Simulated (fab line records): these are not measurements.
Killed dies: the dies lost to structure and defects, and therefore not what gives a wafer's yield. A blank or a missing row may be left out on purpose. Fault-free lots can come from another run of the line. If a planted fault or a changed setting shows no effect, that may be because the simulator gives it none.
Chamber matching ; flow n5 finfet ; rie diel-01 running N5_FIN_SAQP_STRIP_77: 4 sister chambers
The step strips in N2/H2, time 90 s. 4 wafers are shown with their chamber, then 9 later ones without.

## WAFERS, EACH WITH ITS CHAMBER
wafer;chamber;throttle valve pct (%)
L085.6;2;12.21
L087.6;0;11.91
L088.2;3;12.26
L088.6;1;12.28

## WAFERS MISSING THEIR CHAMBER
wafer;throttle valve pct (%)
L091.1;12.31
L091.4;11.92
L091.6;11.91
L092.1;12.28
L092.2;11.91
L092.3;12.23
L094.1;11.94
L094.4;12.23
L094.6;12.33

## EACH ONE'S CHAMBER
wafer;from the rows above;in truth
L091.1;can't be placed: 1 or 3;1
L091.4;0;0
L091.6;0;0
L092.1;can't be placed: 1 or 3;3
L092.2;0;0
L092.3;can't be placed: 2 or 3 or 1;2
L094.1;0;0
L094.4;can't be placed: 2 or 3 or 1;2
L094.6;can't be placed: 1 or 3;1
4 of 9 placed correctly. Can't be placed from these rows: 5 (the true chamber is among the candidates in 5). Placed wrongly: 0.
How it was worked out, from the rows above alone: a wafer's distance from a chamber is the root of the sum, over the readings, of the square of ((its reading less the chamber's mean) divided by the reading's scatter). The wafer belongs to the nearest chamber; if the next one is less than 2 further off, it can't be placed. A chamber's mean is the mean of its shown wafers. The scatter: with one shown wafer a chamber, the root of the mean of the squares of how far each hidden wafer lies from its nearest shown one.
